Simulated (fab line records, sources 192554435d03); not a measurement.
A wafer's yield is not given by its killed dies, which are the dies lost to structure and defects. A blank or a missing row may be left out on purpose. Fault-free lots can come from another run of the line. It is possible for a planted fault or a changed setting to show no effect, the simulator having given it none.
Chamber matching / flow n5_finfet / N5_FIN_SAQP_ETCH_69 on rie_diel-05: 4 sister chambers
The step etches SOC in N2/H2, stops on SiNx, target depth 150 nm. 16 wafers are shown with their chamber, then 8 later ones without.

== EACH WAFER AND ITS CHAMBER ==
wafer=L076.3; chamber=3; drypump_motor_current_A (A)=5.7; showerhead_plenum_p_Torr (Torr)=2.41; throttle_valve_pct (%)=18.03
wafer=L076.4; chamber=0; drypump_motor_current_A (A)=5.0; showerhead_plenum_p_Torr (Torr)=2.60; throttle_valve_pct (%)=17.34
wafer=L076.6; chamber=3; drypump_motor_current_A (A)=5.7; showerhead_plenum_p_Torr (Torr)=2.41; throttle_valve_pct (%)=18.03
wafer=L079.3; chamber=1; drypump_motor_current_A (A)=5.5; showerhead_plenum_p_Torr (Torr)=2.45; throttle_valve_pct (%)=17.91
wafer=L079.4; chamber=0; drypump_motor_current_A (A)=5.0; showerhead_plenum_p_Torr (Torr)=2.60; throttle_valve_pct (%)=17.35
wafer=L079.6; chamber=3; drypump_motor_current_A (A)=5.7; showerhead_plenum_p_Torr (Torr)=2.41; throttle_valve_pct (%)=18.06
wafer=L082.1; chamber=3; drypump_motor_current_A (A)=5.7; showerhead_plenum_p_Torr (Torr)=2.41; throttle_valve_pct (%)=18.06
wafer=L082.4; chamber=2; drypump_motor_current_A (A)=5.9; showerhead_plenum_p_Torr (Torr)=2.65; throttle_valve_pct (%)=17.78
wafer=L082.5; chamber=3; drypump_motor_current_A (A)=5.7; showerhead_plenum_p_Torr (Torr)=2.41; throttle_valve_pct (%)=18.06
wafer=L083.1; chamber=3; drypump_motor_current_A (A)=5.7; showerhead_plenum_p_Torr (Torr)=2.41; throttle_valve_pct (%)=18.06
wafer=L083.2; chamber=2; drypump_motor_current_A (A)=5.9; showerhead_plenum_p_Torr (Torr)=2.65; throttle_valve_pct (%)=17.79
wafer=L083.5; chamber=1; drypump_motor_current_A (A)=5.5; showerhead_plenum_p_Torr (Torr)=2.44; throttle_valve_pct (%)=17.93
wafer=L088.2; chamber=2; drypump_motor_current_A (A)=5.9; showerhead_plenum_p_Torr (Torr)=2.65; throttle_valve_pct (%)=17.80
wafer=L088.5; chamber=3; drypump_motor_current_A (A)=5.7; showerhead_plenum_p_Torr (Torr)=2.40; throttle_valve_pct (%)=18.08
wafer=L088.6; chamber=0; drypump_motor_current_A (A)=4.9; showerhead_plenum_p_Torr (Torr)=2.59; throttle_valve_pct (%)=17.39
wafer=L093.1; chamber=0; drypump_motor_current_A (A)=5.0; showerhead_plenum_p_Torr (Torr)=2.58; throttle_valve_pct (%)=17.41

SIGNATURES, as means of the wafers listed above
reading=drypump_motor_current_A; chamber 0=4.975; chamber 1=5.500; chamber 2=5.900; chamber 3=5.700; scatter within a chamber=0.025
reading=showerhead_plenum_p_Torr; chamber 0=2.5925; chamber 1=2.4450; chamber 2=2.6500; chamber 3=2.4086; scatter within a chamber=0.00585
reading=throttle_valve_pct; chamber 0=17.3725; chamber 1=17.9200; chamber 2=17.7900; chamber 3=18.0543; scatter within a chamber=0.0217
Rule: a wafer lies at a distance from a chamber equal to the root of the sum of squares, over the readings, of (its reading less the chamber's mean, divided by the reading's scatter). The wafer belongs to the nearest chamber; if the next one is less than 2 further off, it can't be placed. The scatter is the square root of a quotient: the sum, over the shown wafers, of each reading's squared deviation from its chamber's mean, divided by wafers minus chambers.

== WAFERS WITHOUT THEIR CHAMBER ==
wafer=L093.2; drypump_motor_current_A (A)=5.9; showerhead_plenum_p_Torr (Torr)=2.64; throttle_valve_pct (%)=17.85
wafer=L093.3; drypump_motor_current_A (A)=5.5; showerhead_plenum_p_Torr (Torr)=2.43; throttle_valve_pct (%)=17.97
wafer=L093.4; drypump_motor_current_A (A)=5.7; showerhead_plenum_p_Torr (Torr)=2.72; throttle_valve_pct (%)=17.64
wafer=L093.5; drypump_motor_current_A (A)=5.9; showerhead_plenum_p_Torr (Torr)=2.64; throttle_valve_pct (%)=17.81
wafer=L093.6; drypump_motor_current_A (A)=5.6; showerhead_plenum_p_Torr (Torr)=2.43; throttle_valve_pct (%)=17.97
wafer=L094.4; drypump_motor_current_A (A)=5.0; showerhead_plenum_p_Torr (Torr)=2.58; throttle_valve_pct (%)=17.40
wafer=L094.5; drypump_motor_current_A (A)=5.5; showerhead_plenum_p_Torr (Torr)=2.43; throttle_valve_pct (%)=17.97
wafer=L094.6; drypump_motor_current_A (A)=5.9; showerhead_plenum_p_Torr (Torr)=2.64; throttle_valve_pct (%)=17.82

== WHICH CHAMBER EACH ONE RAN IN ==
wafer=L093.2; from the rows above=2; in truth=2
wafer=L093.3; from the rows above=1; in truth=1
wafer=L093.4; from the rows above=2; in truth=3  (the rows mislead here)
wafer=L093.5; from the rows above=2; in truth=2
wafer=L093.6; from the rows above=can't be placed: 1 or 3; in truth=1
wafer=L094.4; from the rows above=0; in truth=0
wafer=L094.5; from the rows above=1; in truth=1
wafer=L094.6; from the rows above=2; in truth=2
Correctly placed: 6 of 8. Unplaceable from these rows: 1, with the true chamber sitting among the candidates in 1. Wrongly placed: 1.
